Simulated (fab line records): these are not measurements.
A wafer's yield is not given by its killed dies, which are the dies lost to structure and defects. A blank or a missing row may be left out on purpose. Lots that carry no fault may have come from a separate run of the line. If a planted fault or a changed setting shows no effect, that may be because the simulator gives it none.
Matching of chambers :: flow n5Finfet :: aldSin-02 running N5_SDB_ALD_29: 4 sister chambers
The step deposits SiNx, target thk 30 nm, pulse time 1 s, ald cycles 600. 4 wafers are shown with their chamber, then 9 later ones without.

WAFERS PAIRED WITH THEIR CHAMBERS
wafer: L084.4
chamber: 3
heaterPowerW (W): 757

wafer: L091.1
chamber: 2
heaterPowerW (W): 776

wafer: L091.5
chamber: 0
heaterPowerW (W): 784

wafer: L091.6
chamber: 1
heaterPowerW (W): 801

WAFERS MISSING THEIR CHAMBER
wafer: L093.2
heaterPowerW (W): 802

wafer: L093.4
heaterPowerW (W): 743

wafer: L093.5
heaterPowerW (W): 816

wafer: L094.2
heaterPowerW (W): 808

wafer: L094.4
heaterPowerW (W): 818

wafer: L094.6
heaterPowerW (W): 777

wafer: L095.3
heaterPowerW (W): 780

wafer: L095.4
heaterPowerW (W): 821

wafer: L095.6
heaterPowerW (W): 787

CHAMBER TAKEN BY EACH
wafer: L093.2
from the rows above: can't be placed: 1 or 0
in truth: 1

wafer: L093.4
from the rows above: can't be placed: 3 or 2
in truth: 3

wafer: L093.5
from the rows above: can't be placed: 1 or 0
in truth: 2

wafer: L094.2
from the rows above: can't be placed: 1 or 0
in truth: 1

wafer: L094.4
from the rows above: can't be placed: 1 or 0
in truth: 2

wafer: L094.6
from the rows above: can't be placed: 2 or 0 or 3
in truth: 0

wafer: L095.3
from the rows above: can't be placed: 0 or 2 or 1 or 3
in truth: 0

wafer: L095.4
from the rows above: can't be placed: 1 or 0
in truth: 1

wafer: L095.6
from the rows above: can't be placed: 0 or 2 or 1
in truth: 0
Correct placement for 0 of the 9. Unplaceable from these rows: 9, with the true chamber sitting among the candidates in 7. Number placed wrongly: 0.
How it was worked out, from the rows above alone: a wafer's distance from a chamber is the root of the sum, over the readings, of the square of ((its reading less the chamber's mean) divided by the reading's scatter). The wafer belongs to the nearest chamber; if the next one is less than 2 further off, it can't be placed. For every chamber, the mean is computed from those of its wafers that are shown. The scatter: root of mean squared gap, hidden wafer to nearest shown wafer, with one shown wafer a chamber.
